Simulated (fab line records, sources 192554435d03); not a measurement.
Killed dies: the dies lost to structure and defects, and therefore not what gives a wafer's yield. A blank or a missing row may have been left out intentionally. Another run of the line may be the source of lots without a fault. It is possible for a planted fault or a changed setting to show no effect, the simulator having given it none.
fab line records	flow n5-finfet
[record] lots = 9	wafers = 27	last-day = 17
route steps=1938 shown HKMG_FIN@417 BEOL_M4@1111 PASSIVATION@1936
lots untouched by any fault: they come from a run of this same line in which no faults occurred
start-h: hours from the record's first day to the start of the lot's first wafer shown	wait-h: hours since the lot's step before	" same as the row above	L1.1+2: a row that stands for several wafers	- no value, or no start was given	* or withheld: withheld	< > ~ a bound
route shown NAME@n: a module of which the file shows steps, and the number in the route of the first	usual: mean/standard deviation taken from wafers without a fault	same: alike in all rows	chamber/n: place in a boat	sites: readings site by site	_std_site: standard deviation of those values	_edge_site: inner sites' mean taken away from outer sites' mean	radius-mm: for every site, how far away it sits from the centre of the wafer	mask NAME#n: copy n	behind: the most recent tool/chamber to have shaped the wafer	hold: the reason the lot was held/the length of the hold in hours/how it ended	device: which transistor (n, p or np) failed to switch	end of line: at the end of the route, the tests of the same wafers	a step without rows: its recipe alone	killed: dies that structure and defects cost at the first sort, which is not the same as the wafer's yield	map: shows each die of a wafer: x if killed, . if not, _ if none is there
set.NAME: setting as actually run; set.NAME@STEP: the setting as run at that earlier step	model.NAME: the simulator's own value behind a step, which no gauge read
a sample of lots followed through the steps of the route, with each step as a table and each wafer as a row
services: when a tool's chamber went out of use (start-h, in hours from the record's first day, below 0 if earlier), for how many hours, and the reason
[[steps]]
[step N5_HKMG_FIN_WET_ETCH_81]
[recipe] chemistry = SC1	target = TiN	stop-on = HfO2	mix = 1:1:5	temp-c = 60	time-s = 57	target-depth-nm = 6
lot.wafer	tool	chamber	start-h	wait-h
L594.1+4+5	wet-bench-05	7,0,1	82.34	0.0
L596.2+5+6	wet-bench-01	1,3,7	93.00	0.0
L599.3+5+6	wet-bench-03	5,0,4	113.93	0.0
L600.1+3+5	wet-bench-05	2,1,0	116.74	0.0
L607.2+3+5	wet-bench-05	2,3,1	161.36	0.0
L611.2+3+5	wet-bench-05	5,7,0	181.35	0.0
L612.1+3+6	wet-bench-01	2,3,4	191.72	0.0
L614.3+4+5	wet-bench-01	2,7,0	200.90	0.0
L616.1+2+3	wet-bench-03	4,1,2	219.56	0.0
[step N5_HKMG_FIN_CD_MEAS_12]
[recipe] target-cd-nm = 92.8	landing-energy-ev = 500	detector = se-inlens
[usual] cd-nm = 92.9/0.55
lot.wafer	tool	chamber	start-h	wait-h	cd-nm
L594.1	cd-sem-01	0	83.59	-	93.0
L594.4	"	0	"	"	93.6
L594.5	"	0	"	"	93.1
L596.2	cd-sem-02	0	94.13	-	93.1
L596.5	"	0	"	"	93.0
L596.6	"	0	"	"	92.8
L599.3	cd-sem-01	0	115.18	-	91.7
L599.5	"	0	"	"	93.7
L599.6	"	0	"	"	93.1
L600.1	cd-sem-02	0	117.99	-	93.5
L600.3	"	0	"	"	92.3
L600.5	"	0	"	"	93.8
L607.2	cd-sem-03	0	162.61	-	93.5
L607.3	"	0	"	"	93.9
L607.5	"	0	"	"	92.6
L611.2	cd-sem-03	0	182.59	-	92.1
L611.3	"	0	"	"	92.9
L611.5	"	0	"	"	92.0
L612.1	cd-sem-03	0	192.84	-	92.6
L612.3	"	0	"	"	92.6
L612.6	"	0	"	"	93.0
L614.3	cd-sem-01	0	202.03	-	92.5
L614.4	"	0	"	"	92.3
L614.5	"	0	"	"	92.7
L616.1	cd-sem-03	0	220.68	-	93.2
L616.2	"	0	"	"	93.5
L616.3	"	0	"	"	93.3
[step N5_HKMG_FIN_INSPECT_14]
[recipe] mode = adi	inspect-instrument = macro
[usual] raw-defect-count = 2.3/1.5
lot.wafer	tool	chamber	start-h	wait-h	raw-defect-count
L594.1	defect-inspect-02	-	83.64	0.0	6
L594.4	"	-	"	"	1
L594.5	"	-	"	"	1
L596.2	defect-inspect-01	-	94.18	0.0	1
L596.5	"	-	"	"	2
L596.6	"	-	"	"	3
L599.3	defect-inspect-01	-	115.23	0.0	2
L599.5	"	-	"	"	1
L599.6	"	-	"	"	4
L600.1	defect-inspect-01	-	118.05	0.0	6
L600.3	"	-	"	"	2
L600.5	"	-	"	"	5
L607.2	defect-inspect-01	-	162.66	0.0	>300
L607.3	"	-	"	"	4
L607.5	"	-	"	"	2
L611.2	defect-inspect-01	-	182.65	0.0	1
L611.3	"	-	"	"	2
L611.5	"	-	"	"	3
L612.1	defect-inspect-01	-	192.89	0.0	3
L612.3	"	-	"	"	3
L612.6	"	-	"	"	3
L614.3	defect-inspect-01	-	202.08	0.0	1
L614.4	"	-	"	"	3
L614.5	"	-	"	"	4
L616.1	defect-inspect-01	-	220.74	0.0	4
L616.2	"	-	"	"	3
L616.3	"	-	"	"	0
[step N5_HKMG_FIN_ETCH_31]
[recipe] chemistry = CF4	target = SiARC	target-depth-a = 455	mask-material = CAR-ArF	time-s = 75.8	ion-energy-ev = 80	pressure-mtorr = 40	source-w = 545	bias-w = 36	Ar_flow_sccm = 100	cf4-flow-sccm = 100	ends = cleared
[usual] drypump-motor-current-A = 5.8/0.35	etch-rf-on-time-s = 75.7/1.2	oes-product-au = 0.67/0.081	rf-vpp-V = 183.7/1	showerhead-plenum-p-Torr = 2.11/0.05	throttle-valve-pct = 15.70/0.26
lot.wafer	tool	chamber	start-h	wait-h	drypump-motor-current-A	etch-rf-on-time-s	oes-product-au	rf-hours-counter-h	rf-vpp-V	showerhead-plenum-p-Torr	throttle-valve-pct
L594.1	rie-diel-06	3	83.71	0.0	6.2	76.6	0.66	134	182.4	2.07	15.67
L594.4	"	0	"	"	5.8	77.7	0.57	243	182.8	2.11	15.93
L594.5	"	3	"	"	6.2	77.1	0.67	-	184.2	2.07	15.65
L596.2	rie-diel-06	1	94.25	0.0	6.0	75.2	0.66	135	182.6	2.14	15.72
L596.5	"	0	"	"	5.8	76.1	0.57	-	184.6	2.11	15.93
L596.6	"	1	"	"	6.0	75.6	0.65	-	184.1	2.14	15.75
L599.3	rie-diel-05	3	115.31	0.0	5.8	74.6	0.63	195	185.0	2.13	15.70
L599.5	"	0	"	"	5.6	73.9	0.76	-	184.0	2.09	15.38
L599.6	"	3	"	"	5.7	74.3	0.63	-	183.6	2.13	15.68
L600.1	rie-diel-02	2	118.12	0.0	6.1	75.9	0.66	161	186.1	2.22	15.97
L600.3	"	3	"	"	6.1	74.3	0.63	177	182.4	2.06	16.13
L600.5	"	3	"	"	6.1	75.2	0.62	-	182.7	2.06	16.13
L607.2	rie-diel-05	3	162.75	0.0	5.7	74.7	0.62	213	184.9	2.12	15.73
L607.3	"	1	"	"	5.1	75.7	0.81	-	182.4	2.10	15.28
L607.5	"	3	"	"	5.7	74.7	0.62	-	183.5	2.12	15.74
L611.2	rie-diel-02	1	182.72	0.0	5.0	75.3	0.62	187	181.9	2.05	15.65
L611.3	"	3	"	"	6.1	74.2	0.62	197	182.0	2.05	16.16
L611.5	"	3	"	"	6.1	74.2	0.62	-	182.2	2.05	16.15
L612.1	rie-diel-02	2	192.96	0.0	6.2	76.4	0.63	187	186.8	2.21	16.06
L612.3	"	0	"	"	5.9	79.1	0.59	218	182.7	2.03	15.78
L612.6	"	3	"	"	6.1	75.5	0.60	-	182.3	2.05	16.17
L614.3	rie-diel-05	0	202.15	0.0	5.7	75.8	0.72	68	183.7	2.08	15.44
L614.4	"	3	"	"	5.7	76.6	0.60	226	185.0	2.12	15.75
L614.5	"	1	"	"	5.1	76.7	0.78	-	182.8	2.09	15.32
L616.1	rie-diel-06	1	220.83	0.0	6.0	77.0	0.61	184	185.0	2.13	15.83
L616.2	"	2	"	"	5.9	75.5	0.79	27	183.5	2.10	15.16
L616.3	"	0	"	"	5.8	76.0	0.76	36	183.2	2.10	15.51
[step N5_HKMG_FIN_ETCH_32]
[recipe] chemistry = N2/H2	target = SOC	target-depth-a = 2400	temp-c = 40	time-s = 300	ion-energy-ev = 200	mask-material = SiARC	pressure-mtorr = 30	source-w = 840	bias-w = 150	n2-flow-sccm = 200	h2-flow-sccm = 200
[usual] drypump-motor-current-A = 5.8/0.35	h2-flow-sccm = 200.0/0.55	oes-product-au = 0.78/0.094	rf-vpp-V = 522.7/2	showerhead-plenum-p-Torr = 2.50/0.063	throttle-valve-pct = 17.94/0.25
lot.wafer	tool	chamber	start-h	wait-h	drypump-motor-current-A	h2-flow-sccm	oes-product-au	rf-hours-counter-h	rf-vpp-V	showerhead-plenum-p-Torr	throttle-valve-pct
L594.1	rie-diel-06	3	83.77	0.0	6.2	199.5	0.79	134	521.4	2.45	17.86
L594.4	"	0	"	"	5.8	199.6	0.68	243	522.7	2.50	18.11
L594.5	"	3	"	"	6.2	200.2	0.79	-	521.7	2.45	17.85
L596.2	rie-diel-06	1	94.30	0.0	6.0	200.5	0.76	135	523.8	2.56	18.15
L596.5	"	0	"	"	5.8	199.9	0.67	-	521.2	2.50	18.12
L596.6	"	1	"	"	5.9	200.5	0.76	-	524.3	2.56	18.15
L599.3	rie-diel-05	3	115.37	0.0	5.7	199.9	0.73	195	521.8	2.51	17.84
L599.5	"	0	"	"	5.7	200.7	0.89	-	522.3	2.49	17.65
L599.6	"	3	"	"	5.7	199.6	0.73	-	522.3	2.51	17.84
L600.1	rie-diel-02	2	118.17	0.0	6.2	199.5	0.77	161	527.2	2.64	18.21
L600.3	"	3	"	"	6.1	199.8	0.73	177	520.7	2.43	18.32
L600.5	"	3	"	"	6.1	200.1	0.73	-	520.8	2.43	18.32
L607.2	rie-diel-05	3	162.83	0.1	5.8	200.5	0.71	214	522.9	2.51	17.89
L607.3	"	1	"	"	5.1	199.3	0.94	-	522.6	2.51	17.69
L607.5	"	3	"	"	5.7	199.4	0.72	-	524.9	2.51	17.89
L611.2	rie-diel-02	1	182.77	0.0	5.0	199.2	0.73	187	522.2	2.43	17.83
L611.3	"	3	"	"	6.1	199.8	0.71	197	520.3	2.42	18.38
L611.5	"	3	"	"	6.1	199.3	0.71	-	519.0	2.42	18.35
L612.1	rie-diel-02	2	193.02	0.0	6.2	200.9	0.74	187	526.6	2.63	18.26
L612.3	"	0	"	"	5.9	199.5	0.70	218	520.9	2.40	18.06
L612.6	"	3	"	"	6.1	200.1	0.71	-	520.1	2.42	18.37
L614.3	rie-diel-05	0	202.20	0.0	5.7	200.1	0.83	69	522.0	2.48	17.70
L614.4	"	3	"	"	5.7	200.4	0.72	226	524.7	2.50	17.92
L614.5	"	1	"	"	5.1	199.2	0.92	-	522.3	2.50	17.71
L616.1	rie-diel-06	1	220.89	0.0	6.0	199.8	0.73	184	523.1	2.54	18.23
L616.2	"	2	"	"	5.9	200.1	0.92	27	521.7	2.48	17.32
L616.3	"	0	"	"	5.8	200.4	0.90	36	522.4	2.48	17.71
[step N5_BEOL_M4_RC_MEAS_101]
[usual] DIBL_N = 36.4/1.3	DIBL_P = 36.5/1.7	IOFF_N = 0.154/0.022	IOFF_P = 0.202/0.025	ION_N = 671/9.8	ION_P = 460/6.8	SS_N = 71.6/0.54	SS_P = 73.4/0.58	VT_N = 250.9/2.8	VT_P = -251.4/2.7
lot.wafer	tool	chamber	start-h	wait-h	DIBL_N[mV/V]	DIBL_P[mV/V]	IOFF_N[nA/um]	IOFF_P[nA/um]	ION_N[uA/um]	ION_P[uA/um]	SS_N[mV/dec]	SS_P[mV/dec]	VT_N[mV]	VT_P[mV]
L594.1	prober-02	0	172.44	0.0	37.2	35.9	0.159	0.181	682	449	73.0	73.1	252.0	-252.2
L594.4	"	0	"	"	34.8	33.7	0.124	0.161	668	458	71.3	73.1	255.4	-252.7
L594.5	"	0	"	"	37.4	36.4	0.168	0.194	674	452	72.1	72.9	250.2	-252.2
L596.2	prober-02	0	182.20	0.2	39.3	38.5	0.174	0.185	669	447	72.4	74.5	252.2	-256.8
L596.5	"	0	"	"	36.8	36.2	0.132	0.155	662	446	71.7	72.9	253.1	-256.9
L596.6	"	0	"	"	35.7	34.4	0.116	0.142	657	444	71.4	73.5	258.6	-256.9
L599.3	prober-02	0	205.12	0.3	37.8	37.6	0.182	0.234	680	470	71.4	73.9	247.4	-247.5
L599.5	"	0	"	"	36.2	35.6	0.152	0.199	684	466	70.8	73.4	249.2	-249.2
L599.6	"	0	"	"	36.0	35.5	0.147	0.197	681	466	71.3	73.8	248.4	-248.3
L600.1	prober-02	0	220.06	0.0	35.0	35.0	0.147	0.186	666	460	71.6	73.4	252.3	-252.5
L600.3	"	0	"	"	35.8	36.2	0.169	0.206	679	465	71.2	73.2	249.0	-253.1
L600.5	"	0	"	"	35.1	34.2	0.147	0.174	666	449	71.5	73.8	252.8	-252.6
L607.2	prober-02	0	261.57	0.2	35.3	35.9	0.150	0.196	689	471	71.5	73.8	247.1	-252.5
L607.3	"	0	"	"	36.9	37.8	0.181	0.220	689	467	72.5	73.8	248.2	-249.6
L607.5	"	0	"	"	35.7	35.5	0.150	0.189	674	462	71.9	73.2	249.2	-251.8
L611.2	prober-02	0	270.59	0.2	38.0	37.3	0.181	0.232	661	451	72.6	73.1	249.9	-248.6
L611.3	"	0	"	"	37.6	37.1	0.163	0.225	672	461	72.0	73.5	252.3	-251.1
L611.5	"	0	"	"	37.0	36.4	0.157	0.221	671	463	71.7	73.4	250.5	-250.3
L612.1	prober-01	0	282.60	0.0	35.8	35.5	0.135	0.225	662	466	70.9	73.0	253.4	-250.0
L612.3	"	0	"	"	38.0	37.1	0.161	0.260	656	461	72.7	73.9	249.9	-247.8
L612.6	"	0	"	"	36.2	35.9	0.139	0.243	655	458	71.7	73.3	252.5	-245.9
L614.3	prober-02	0	287.61	0.3	38.7	40.7	0.203	0.250	671	462	73.0	74.1	248.8	-248.9
L614.4	"	0	"	"	37.7	40.3	0.184	0.238	675	457	72.1	74.4	249.9	-249.7
L614.5	"	0	"	"	38.3	41.4	0.213	0.267	679	461	72.4	73.9	248.1	-247.8
L616.1	prober-01	0	305.59	0.0	36.1	37.4	0.157	0.192	677	453	71.5	73.3	247.4	-252.0
L616.2	"	0	"	"	37.4	38.9	0.189	0.220	685	465	71.6	74.2	245.6	-250.3
L616.3	"	0	"	"	37.3	38.9	0.187	0.211	669	455	71.8	73.7	248.7	-251.6
[step N5_PASSIVATION_PROBE_49]
[usual] defect-limited-yield = 91.1/1.3	killed_at_M0_to_M3 = 34/10	killed_at_M4_up = 14/5.7	killed-at-contacts = 12/5.9	killed-at-front-end = 41/12	killed-at-other = 4/3.1	killed-dies = 105/15	killed-on-rim = 14/4.2	killed-open = 69/11	killed-short = 35/7.8	sort_bin_5_function = 5.3/0.81	sort_bin_6_memory = 3.3/0.75	sort_bin_8_speed = 0.00/0.007	sort-n-pass = 1075/15	sort-yield-pct = 91.1/1.3
[same] gross-dies = 1180	killed-at-back-side = 0	sort_bin_4_leakage[%] = 0
lot.wafer	tool	chamber	start-h	wait-h	defect-limited-yield[%]	killed_at_M0_to_M3	killed_at_M4_up	killed-at-contacts	killed-at-front-end	killed-at-other	killed-dies	killed-on-rim	killed-open	killed-short	sort_bin_5_function[%]	sort_bin_6_memory[%]	sort_bin_8_speed[%]	sort-n-pass	sort-yield-pct[%]
L600.1	prober-01	-	336.50	0.0	90.6	43	13	9	44	2	111	12	71	40	5.9	3.1	0	1069	90.6
L600.3	prober-01	-	336.60	0.1	89.3	40	13	20	51	2	126	20	79	47	6.2	4.2	0	1054	89.3
L600.5	prober-01	-	336.70	0.2	90.4	34	14	32	30	3	113	16	72	41	5.8	3.4	0	1067	90.4
L607.2	prober-01	-	364.22	0.1	80.6	23	20	14	164	8	229	37	85	22	10.9	4.6	0	951	80.6
L607.3	prober-01	-	364.27	0.1	90.9	19	23	15	47	3	107	14	64	40	5.3	3.3	0	1073	90.9
L607.5	prober-01	-	364.37	0.2	91.8	19	14	11	39	14	97	16	53	38	4.6	3.1	0	1083	91.8
// killed by level:class
L600.1 FIN_SAQP:geometric-particle:open=10 MOL_CONTACT_COAG:geometric-particle:open=8 FIN_SAQP:geometric-particle:short=7 GATE_CUT:geometric-particle:short=7 BEOL_M0_SAQP:geometric-particle:short=7 BEOL_M1:geometric-particle:open=7 BEOL_M3:geometric-particle:open=7 BEOL_M0_SAQP:geometric-particle:open=6
L600.3 FIN_SAQP:geometric-particle:short=18 MOL_CONTACT_COAG:geometric-particle:open=17 FIN_SAQP:geometric-particle:open=8 BEOL_M0_SAQP:geometric-particle:short=8 BEOL_M3:geometric-particle:open=7 STI_FIN_REVEAL:geometric-particle:open=6 BEOL_M1:geometric-particle:open=6 BEOL_M0_SAQP:geometric-particle:open=5
L600.5 MOL_CONTACT_COAG:geometric-particle:open=25 FIN_SAQP:geometric-particle:open=9 MOL_CONTACT_COAG:geometric-particle:short=7 BEOL_M0_SAQP:geometric-particle:open=7 BEOL_M1:geometric-particle:open=6 BEOL_M0_SAQP:geometric-particle:short=6 FIN_SAQP:geometric-particle:short=5 BEOL_M2:geometric-particle:open=4
L607.2 HKMG_FIN:unspecified=121 FIN_SAQP:geometric-particle:open=14 MOL_CONTACT_COAG:geometric-particle:open=12 BEOL_M4:geometric-particle:open=11 BEOL_M1:geometric-particle:open=10 STI_FIN_REVEAL:geometric-particle:open=6 BEOL_M3:geometric-particle:open=6 PAD_METAL:geometric-particle:open=5
L607.3 STI_FIN_REVEAL:geometric-particle:open=12 MOL_CONTACT_COAG:geometric-particle:open=12 BEOL_M4:geometric-particle:open=10 GATE_CUT:geometric-particle:short=7 ILD0:geometric-particle:short=6 ILD0:geometric-particle:open=4 BEOL_M1:geometric-particle:open=4 BEOL_M3:geometric-particle:open=4
L607.5 STI_FIN_REVEAL:geometric-particle:open=8 BEOL_M4:geometric-particle:open=8 FIN_SAQP:geometric-particle:open=7 MOL_CONTACT_COAG:geometric-particle:open=6 BEOL_M3:geometric-particle:open=6 MOL_CONTACT_COAG:geometric-particle:short=5 PAD_METAL:geometric-particle:short=5 PAD_METAL:geometric-particle:open=4
[[services]]
tool	chamber	start-h	hours	kind
rie-diel-05	0	67.15	3.7	repair
rie-diel-02	2	90.82	4.3	repair
rie-diel-06	0	102.20	-	clean
rie-diel-06	0	102.20	-	consumable-replace:focus-ring
rie-diel-06	0	102.20	26.8	scheduled-down
rie-diel-06	0	102.20	26.8	vent-cycle
rie-diel-05	1	112.02	-	clean
rie-diel-05	1	112.02	-	consumable-replace:focus-ring
rie-diel-05	1	112.02	15.9	scheduled-down
rie-diel-05	1	112.02	15.9	vent-cycle
rie-diel-05	3	117.14	1.4	repair
wet-bench-03	-	127.29	1.1	repair
rie-diel-06	2	129.03	-	clean
rie-diel-06	2	129.03	-	consumable-replace:focus-ring
rie-diel-06	2	129.03	18.5	scheduled-down
rie-diel-06	2	129.03	18.5	vent-cycle
wet-bench-05	-	148.14	1.9	pm
wet-bench-01	-	148.17	3.1	repair
rie-diel-05	2	154.21	-	clean
rie-diel-05	0	158.30	8.1	repair
wet-bench-05	-	165.64	5.0	repair
rie-diel-02	2	180.54	3.9	repair
rie-diel-05	3	185.11	4.9	repair
rie-diel-06	2	209.85	1.5	repair
[[key]]
[first-sign] step = N5_HKMG_FIN_INSPECT_14	reading = raw-defect-count	direction = up	sigmas = 99+	usual = 2.3	struck = >300
[effect] step = N5_PASSIVATION_PROBE_49	reading = killed-at-front-end	direction = up	sigmas = 10	usual = 41	struck = 164
[more-kills-born-at] N5_HKMG_FIN_WET_ETCH_81@wet-bench-05 = 121
met-at N5_HKMG_FIN_WET_ETCH_81
struck-lots L607
struck-wafers L607.2
not-acting-at N5_HKMG_FIN_CD_MEAS_12,N5_HKMG_FIN_ETCH_31,N5_HKMG_FIN_ETCH_32
onset-between 116.74 161.36
[fault] kind = chamber-particle-source	tool = wet-bench-05	chamber = 2	onset-h = 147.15	steps = N5_HKMG_FIN_WET_ETCH_81	rate-per-visit-cm2 = 2.0418	end-h = 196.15
